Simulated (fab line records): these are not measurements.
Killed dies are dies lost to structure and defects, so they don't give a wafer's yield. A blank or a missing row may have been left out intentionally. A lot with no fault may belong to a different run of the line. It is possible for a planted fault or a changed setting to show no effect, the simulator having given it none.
The tool behind it: which one? + flow nand harc + Sampling: 9 lots, 27 wafers, 6 of 1302 route steps

== WHAT THE GAUGES READ, wafer by wafer ==
NHARC_HYBRID_BOND_OVL_MEAS_05. Usual: overlay x nm 2 nm, standard deviation 34; overlay y nm -3 nm, standard deviation 29.
| lot  | measured     | on         | overlay x nm (nm) | overlay y nm (nm) | flag |
|------|--------------|------------|-------------------|-------------------|------|
| L626 | day 23 20:06 | overlay-02 | -9 -13 41         | -64 -5 -49        |      |
| L629 | day 24 11:09 | overlay-01 | -11 -12 5         | 7 -23 42          |      |
| L630 | day 26 02:43 | overlay-02 | 33 -42 -14        | 2 -10 -11         |      |
| L632 | day 26 20:22 | overlay-01 | 64 -48 76         | -36 48 -14        |      |
| L633 | day 27 11:04 | overlay-01 | 39 -75 1          | -13 39 8          |      |
| L635 | day 27 11:04 | overlay-02 | -27 0 -31         | 16 -17 -72        |      |
| L637 | day 27 14:42 | overlay-01 | 9 -63 -7          | 22 15 -1          |      |
| L636 | day 28 03:00 | overlay-01 | 18 24 28          | -11 -34 -23       |      |
| L638 | day 28 07:34 | overlay-02 | -53 -38 -13       | -6 -13 -34        |      |

NHARC_END_WLT_00. Usual: VT_DECK1_BOTTOM 0.871, standard deviation 0.0067; VT_DECK1_BOTTOM_INNER 0.871, standard deviation 0.0073; VT_DECK1_MEDIAN_NEAR_BOTTOM 0.872, standard deviation 0.0071; VT_DECK1_MEDIAN_NEAR_BOTTOM_INNER 0.872, standard deviation 0.0073; VT_DECK1_MIDDLE 0.885, standard deviation 0.0058; VT_DECK1_MIDDLE_INNER 0.885, standard deviation 0.0063; VT_DECK1_TOP 0.897, standard deviation 0.0061; VT_DECK1_TOP_INNER 0.897, standard deviation 0.0062; VT_DECK2_BOTTOM 0.869, standard deviation 0.0078; VT_DECK2_BOTTOM_INNER 0.868, standard deviation 0.0078; VT_DECK2_MEDIAN_NEAR_BOTTOM 0.870, standard deviation 0.007; VT_DECK2_MEDIAN_NEAR_BOTTOM_INNER 0.871, standard deviation 0.0079; VT_DECK2_MIDDLE 0.883, standard deviation 0.007; VT_DECK2_MIDDLE_INNER 0.884, standard deviation 0.0064; VT_DECK2_TOP 0.896, standard deviation 0.0062; VT_DECK2_TOP_INNER 0.896, standard deviation 0.0067.
| lot  | measured     | on        | VT_DECK1_BOTTOM                     | VT_DECK1_BOTTOM_INNER               | VT_DECK1_MEDIAN_NEAR_BOTTOM         | VT_DECK1_MEDIAN_NEAR_BOTTOM_INNER   | VT_DECK1_MIDDLE                     | VT_DECK1_MIDDLE_INNER               | VT_DECK1_TOP                        | VT_DECK1_TOP_INNER                  | VT_DECK2_BOTTOM                     | VT_DECK2_BOTTOM_INNER               | VT_DECK2_MEDIAN_NEAR_BOTTOM         | VT_DECK2_MEDIAN_NEAR_BOTTOM_INNER   | VT_DECK2_MIDDLE                     | VT_DECK2_MIDDLE_INNER               | VT_DECK2_TOP                        | VT_DECK2_TOP_INNER                  | flag |
|------|--------------|-----------|-------------------------------------|-------------------------------------|-------------------------------------|-------------------------------------|-------------------------------------|-------------------------------------|-------------------------------------|-------------------------------------|-------------------------------------|-------------------------------------|-------------------------------------|-------------------------------------|-------------------------------------|-------------------------------------|-------------------------------------|-------------------------------------|------|
| L626 | day 25 22:23 | prober-01 | 0.862 0.867 0.865                   | 0.864 0.859 0.863                   | 0.859 0.866 0.858                   | 0.865 0.867 0.867                   | 0.883 0.883 0.877                   | 0.876 0.878 0.889                   | 0.891 0.893 0.892                   | 0.889 0.889 0.891                   | 0.874 0.873 0.875                   | 0.873 0.871 0.871                   | 0.878 0.878 0.872                   | 0.876 0.878 0.886                   | 0.889 0.893 0.876                   | 0.887 0.886 0.891                   | 0.895 0.894 0.899                   | 0.892 0.886 0.897                   |      |
| L629 | day 26 05:44 | prober-01 | 0.875 0.877 0.875                   | 0.878 0.876 0.878                   | 0.872 0.875 0.870                   | 0.877 0.861 0.873                   | 0.895 0.889 0.883                   | 0.891 0.876 0.882                   | 0.897 0.900 0.892                   | 0.892 0.894 0.903                   | 0.876 0.860 0.868                   | 0.872 0.871 0.859                   | 0.866 0.872 0.871                   | 0.862 0.859 0.870                   | 0.877 0.886 0.879                   | 0.885 0.884 0.880                   | 0.890 0.906 0.902                   | 0.895 0.891 0.897                   |      |
| L630 | day 26 21:19 | prober-01 | 0.883 0.875 0.877                   | 0.876 0.877 0.874                   | 0.872 0.878 0.874                   | 0.877 0.870 0.880                   | 0.894 0.897 0.891                   | 0.893 0.889 0.891                   | 0.913 0.908 0.907                   | 0.907 0.912 0.911                   | 0.860 0.867 0.869                   | 0.871 0.868 0.872                   | 0.867 0.865 0.875                   | 0.876 0.871 0.872                   | 0.888 0.881 0.889                   | 0.890 0.884 0.887                   | 0.898 0.893 0.902                   | 0.896 0.901 0.891                   |      |
| L632 | day 27 11:22 | prober-02 | 0.867 0.880 0.869                   | 0.866 0.872 0.866                   | 0.857 0.877 0.864                   | 0.861 0.869 0.868                   | 0.881 0.884 0.885                   | 0.878 0.880 0.883                   | 0.892 0.901 0.902                   | 0.892 0.894 0.898                   | 0.864 0.857 0.863                   | 0.864 0.852 0.862                   | 0.867 0.864 0.869                   | 0.866 0.858 0.873                   | 0.883 0.867 0.880                   | 0.877 0.875 0.888                   | 0.903 0.894 0.894                   | 0.891 0.885 0.897                   |      |
| L633 | day 28 03:41 | prober-02 | 0.863 0.869 0.874                   | 0.867 0.872 0.874                   | 0.871 0.870 0.874                   | 0.864 0.874 0.878                   | 0.878 0.889 0.883                   | 0.881 0.880 0.881                   | 0.892 0.898 0.906                   | 0.895 0.894 0.899                   | 0.859 0.874 0.855                   | 0.858 0.866 0.854                   | 0.871 0.877 0.861                   | 0.870 0.872 0.871                   | 0.882 0.888 0.873                   | 0.879 0.884 0.878                   | 0.887 0.894 0.893                   | 0.886 0.894 0.896                   |      |
| L635 | day 28 04:11 | prober-01 | 0.878 0.869 0.869                   | 0.874 0.868 0.872                   | 0.874 0.863 0.884                   | 0.880 0.869 0.879                   | 0.887 0.881 0.885                   | 0.889 0.888 0.888                   | 0.899 0.905 0.894                   | 0.898 0.901 0.889                   | 0.863 0.876 0.874                   | 0.873 0.877 0.871                   | 0.871 0.875 0.873                   | 0.876 0.876 0.875                   | 0.878 0.892 0.889                   | 0.893 0.895 0.894                   | 0.903 0.906 0.906                   | 0.904 0.897 0.909                   |      |
| L637 | day 28 12:32 | prober-02 | 0.875 0.879 0.874                   | 0.870 0.873 0.863                   | 0.865 0.874 0.872                   | 0.872 0.872 0.867                   | 0.888 0.894 0.887                   | 0.885 0.879 0.889                   | 0.896 0.902 0.901                   | 0.902 0.901 0.904                   | 0.857 0.870 0.862                   | 0.855 0.874 0.861                   | 0.860 0.876 0.863                   | 0.850 0.870 0.858                   | 0.872 0.883 0.886                   | 0.872 0.885 0.887                   | 0.899 0.895 0.902                   | 0.892 0.893 0.891                   |      |
| L636 | day 28 19:12 | prober-02 | 0.860 0.868 0.866                   | 0.862 0.864 0.863                   | 0.862 0.862 0.871                   | 0.857 0.861 0.869                   | 0.876 0.885 0.880                   | 0.874 0.877 0.869                   | 0.893 0.893 0.888                   | 0.896 0.888 0.892                   | 0.868 0.859 0.856                   | 0.864 0.868 0.871                   | 0.879 0.867 0.860                   | 0.872 0.867 0.870                   | 0.884 0.882 0.884                   | 0.886 0.884 0.875                   | 0.893 0.894 0.893                   | 0.900 0.887 0.897                   |      |
| L638 | day 28 20:40 | prober-01 | 0.874 0.871 0.875 0.874 0.866 0.881 | 0.877 0.869 0.873 0.872 0.861 0.868 | 0.871 0.868 0.878 0.865 0.871 0.867 | 0.869 0.867 0.878 0.877 0.881 0.873 | 0.880 0.874 0.888 0.884 0.874 0.889 | 0.880 0.882 0.887 0.879 0.877 0.887 | 0.893 0.894 0.896 0.903 0.886 0.901 | 0.896 0.886 0.899 0.888 0.898 0.899 | 0.874 0.866 0.870 0.867 0.865 0.867 | 0.868 0.871 0.868 0.862 0.869 0.874 | 0.865 0.869 0.865 0.866 0.866 0.864 | 0.867 0.869 0.865 0.868 0.863 0.868 | 0.885 0.885 0.876 0.874 0.886 0.881 | 0.882 0.878 0.878 0.881 0.889 0.887 | 0.895 0.893 0.882 0.894 0.889 0.892 | 0.894 0.905 0.900 0.892 0.896 0.900 |      |

NHARC_END_SORT_01. Usual: defect limited yield 92.4 %, standard deviation 2.2; killed at array 46, standard deviation 15; killed at other 1.0, standard deviation 1.3; killed at periphery 4, standard deviation 3; killed dies 51, standard deviation 15; killed open 3.2, standard deviation 1.8; killed short 2.5, standard deviation 1.5; sort_bin_2_pct 2.7 %, standard deviation 1.1; sort_bin_3_pct 0.6 %, standard deviation 0.34; sort_bin_4_pct 4.3 %, standard deviation 1.3; sort n pass 626, standard deviation 15; sort rim yield pct 89 %, standard deviation 4.4; sort yield pct 92.4 %, standard deviation 2.2.
| lot  | measured     | on        | defect limited yield (%) | killed at array | killed at other | killed at periphery | killed dies | killed open | killed short | sort_bin_2_pct (%) | sort_bin_3_pct (%) | sort_bin_4_pct (%) | sort n pass | sort rim yield pct (%) | sort yield pct (%) | flag |
|------|--------------|-----------|--------------------------|-----------------|-----------------|---------------------|-------------|-------------|--------------|--------------------|--------------------|--------------------|-------------|------------------------|--------------------|------|
| L626 | day 26 01:38 | prober-01 | 90.8 93.9 94.8           | 51 39 29        | 2 0 0           | 9 2 6               | 62 41 35    | 1 3 3       | 2 1 2        | 3.2 2.2 1.9        | 1.0 0.1 0.1        | 4.9 3.7 3.1        | 615 636 642 | 92 98 89               | 90.8 93.9 94.8     |      |
| L629 | day 26 08:45 | prober-01 | 93.4 93.2 93.9           | 40 35 37        | 0 0 1           | 5 11 3              | 45 46 41    | 2 4 0       | 4 4 1        | 1.8 3.2 2.7        | 0.3 0.3 0.4        | 4.6 3.2 3.0        | 632 631 636 | 88 86 88               | 93.4 93.2 93.9     |      |
| L630 | day 27 00:22 | prober-01 | 90.4 93.5 92.5           | 61 40 47        | 0 1 2           | 4 3 2               | 65 44 51    | 3 3 3       | 1 2 2        | 3.5 1.8 2.8        | 0.9 0.3 1.0        | 5.2 4.4 3.7        | 612 633 626 | 90 86 80               | 90.4 93.5 92.5     |      |
| L632 | day 27 14:20 | prober-02 | 92.9 93.2 93.5           | 46 44 44        | 0 0 0           | 2 2 0               | 48 46 44    | 6 4 3       | 0 1 2        | 1.9 2.1 2.8        | 0.9 0.7 0.6        | 4.3 4.0 3.1        | 629 631 633 | 89 88 87               | 92.9 93.2 93.5     |      |
| L633 | day 28 06:41 | prober-02 | 93.1 94.7 92.5           | 39 30 49        | 3 3 2           | 5 3 0               | 47 36 51    | 5 3 5       | 3 0 1        | 2.8 1.8 1.8        | 0.7 0.7 0.3        | 3.4 2.8 5.5        | 630 641 626 | 87 90 86               | 93.1 94.7 92.5     |      |
| L635 | day 28 07:32 | prober-01 | 85.8 90.5 88.3           | 85 57 73        | 1 1 3           | 10 6 3              | 96 64 79    | 3 3 2       | 4 4 1        | 5.5 3.4 4.9        | 1.6 0.6 0.9        | 7.1 5.5 5.9        | 581 613 598 | 87 85 92               | 85.8 90.5 88.3     |      |
| L637 | day 28 16:05 | prober-02 | 94.8 93.6 96.5           | 33 36 19        | 0 0 0           | 2 7 5               | 35 43 24    | 6 2 3       | 5 3 2        | 0.9 2.1 1.2        | 0.1 0.1 0.3        | 4.1 4.1 2.1        | 642 634 653 | 92 89 92               | 94.8 93.6 96.5     |      |
| L636 | day 28 22:12 | prober-02 | 89.7 93.8 93.5           | 64 32 37        | 0 1 2           | 6 9 5               | 70 42 44    | 7 4 2       | 4 2 6        | 3.4 1.8 2.2        | 0.6 0.6 0.9        | 6.4 3.8 3.4        | 607 635 633 | 97 89 89               | 89.7 93.8 93.5     |      |
| L638 | day 29 08:22 | prober-01 | 84.3 84.2 83.5           | 38 45 39        | 64 59 71        | 4 3 2               | 106 107 112 | 2 0 4       | 3 2 4        | 5.9 5.5 8.1        | 3.0 1.6 2.1        | 6.8 8.7 6.4        | 571 570 565 | 80 80 89               | 84.3 84.2 83.5     | OFF  |

== TOOL THAT RAN EACH LOT (tool first, then ch and the chambers of the sampled wafers, then the start) ==
| lot  | NHARC_HYBRID_BOND_ACTIVATE_00      | NHARC_THIN_TSV_STRIP_62              | NHARC_THIN_TSV_PVD_51        |
|------|------------------------------------|--------------------------------------|------------------------------|
| L626 | rie diel-06 ch 0,2, day 23 10:41   | plasma asher-02 ch 0,1, day 25 02:31 | pvd sputter-03, day 25 02:59 |
| L629 | rie diel-02 ch 0,1,2, day 24 04:36 | plasma asher-01 ch 1, day 25 06:05   | pvd sputter-03, day 25 06:38 |
| L630 | rie diel-06 ch 0,1, day 25 17:03   | plasma asher-01 ch 0,1, day 26 08:32 | pvd sputter-01, day 26 08:59 |
| L632 | rie diel-04 ch 1,2, day 26 10:10   | plasma asher-01 ch 0,1, day 27 01:50 | pvd sputter-02, day 27 02:18 |
| L633 | rie diel-04 ch 0,2, day 27 01:25   | plasma asher-01 ch 0,1, day 27 16:38 | pvd sputter-03, day 27 17:04 |
| L635 | rie diel-04 ch 0,1,3, day 27 02:59 | plasma asher-01 ch 0,1, day 27 17:44 | pvd sputter-03, day 27 18:10 |
| L637 | rie diel-06 ch 0,2, day 27 05:19   | plasma asher-01 ch 0,1, day 27 20:13 | pvd sputter-03, day 27 20:40 |
| L636 | rie diel-06 ch 1,2,3, day 27 17:38 | plasma asher-01 ch 0,1, day 28 08:32 | pvd sputter-02, day 28 08:59 |
| L638 | rie diel-06 ch 0,3, day 27 21:47   | plasma asher-01 ch 0,1, day 28 12:50 | pvd sputter-03, day 28 13:14 |
- NHARC_HYBRID_BOND_ACTIVATE_00: chemistry N2, time 60 s.
- NHARC_THIN_TSV_STRIP_62: strips in N2/H2, time 20 s.
- NHARC_THIN_TSV_PVD_51: deposits Cu, target thk 100 nm.

== WHAT THE TOOLS THEMSELVES READ (means of the sampled wafers that have a number; where no wafer has one, the mark that the record gives instead) ==
NHARC_HYBRID_BOND_ACTIVATE_00. Usual: drypump motor current A 5.8 A, standard deviation 0.44; oes product au 0.998 a.u., standard deviation 0.013; rf vpp V 64.2 V, standard deviation 0.95; showerhead plenum p Torr 1.76 Torr, standard deviation 0.095.
| lot  | tool        | drypump motor current A (A) | oes product au (a.u.) | rf vpp V (V) | showerhead plenum p Torr (Torr) | flag |
|------|-------------|-----------------------------|-----------------------|--------------|---------------------------------|------|
| L626 | rie diel-06 | 6.0                         | 0.991                 | 63.9         | 1.78                            |      |
| L629 | rie diel-02 | 5.8                         | 0.990                 | 64.8         | 1.81                            |      |
| L630 | rie diel-06 | 6.2                         | 0.989                 | 64.2         | 1.66                            |      |
| L632 | rie diel-04 | 5.6                         | 1.007                 | 64.7         | 1.87                            |      |
| L633 | rie diel-04 | 5.0                         | 0.990                 | 64.7         | 1.79                            |      |
| L635 | rie diel-04 | 5.6                         | 0.997                 | 65.0         | 1.87                            |      |
| L637 | rie diel-06 | 6.0                         | 1.004                 | 63.8         | 1.77                            |      |
| L636 | rie diel-06 | 5.9                         | 0.995                 | 63.9         | 1.71                            |      |
| L638 | rie diel-06 | 6.2                         | 1.008                 | 63.4         | 1.64                            |      |

NHARC_THIN_TSV_STRIP_62. Usual: drypump motor current A 5.95 A, standard deviation 0.29; heater power w 340 W, standard deviation 30.
| lot  | tool            | drypump motor current A (A) | heater power w (W) | flag |
|------|-----------------|-----------------------------|--------------------|------|
| L626 | plasma asher-02 | 5.95                        | 361                |      |
| L629 | plasma asher-01 | 5.73                        | 348                |      |
| L630 | plasma asher-01 | 5.84                        | 338                |      |
| L632 | plasma asher-01 | 5.84                        | 339                |      |
| L633 | plasma asher-01 | 5.85                        | 334                |      |
| L635 | plasma asher-01 | 5.93                        | 323                |      |
| L637 | plasma asher-01 | 5.97                        | 323                |      |
| L636 | plasma asher-01 | 5.83                        | 338                |      |
| L638 | plasma asher-01 | 5.87                        | 334                |      |

NHARC_THIN_TSV_PVD_51. Usual: throttle valve pct 30.2 %, standard deviation 1.1.
| lot  | tool           | throttle valve pct (%) | flag |
|------|----------------|------------------------|------|
| L626 | pvd sputter-03 | 30.8                   |      |
| L629 | pvd sputter-03 | 31.0                   |      |
| L630 | pvd sputter-01 | 29.9                   |      |
| L632 | pvd sputter-02 | 30.2                   |      |
| L633 | pvd sputter-03 | 30.0                   |      |
| L635 | pvd sputter-03 | 30.0                   |      |
| L637 | pvd sputter-03 | 31.0                   |      |
| L636 | pvd sputter-02 | 30.3                   |      |
| L638 | pvd sputter-03 | 29.8                   |      |

== THE ANSWER, worked out from the rows above alone ==
Rule: a lot counts as off when the mean over its wafers that have a number is more than 3 standard deviations away from the usual mean. Also off: a lot with no number at a reading for which 4 or more lots have one. Where the step has rows for the other lots, those lots are counted as sound. First the gauges in route order, then the tools' own readings, where a lot's mean is used as printed above. The first step at which some lot is off is used, and at that step the reading that is off furthest; a lot without a number counts as furthest.
Off: L638 (NHARC_END_SORT_01, killed at other).
If a tool, at a process step before that reading, ran all the lots that are off and no sound lot after the first of them, it fits. Gauges at NHARC_END_SORT_01: tried the same way as those tools. Can't be told from this: 4 tools fit, rie diel-06 at NHARC_HYBRID_BOND_ACTIVATE_00, plasma asher-01 at NHARC_THIN_TSV_STRIP_62, pvd sputter-03 at NHARC_THIN_TSV_PVD_51, prober-01 at NHARC_END_SORT_01.

== WHAT THE SIMULATOR HAD INSERTED ==
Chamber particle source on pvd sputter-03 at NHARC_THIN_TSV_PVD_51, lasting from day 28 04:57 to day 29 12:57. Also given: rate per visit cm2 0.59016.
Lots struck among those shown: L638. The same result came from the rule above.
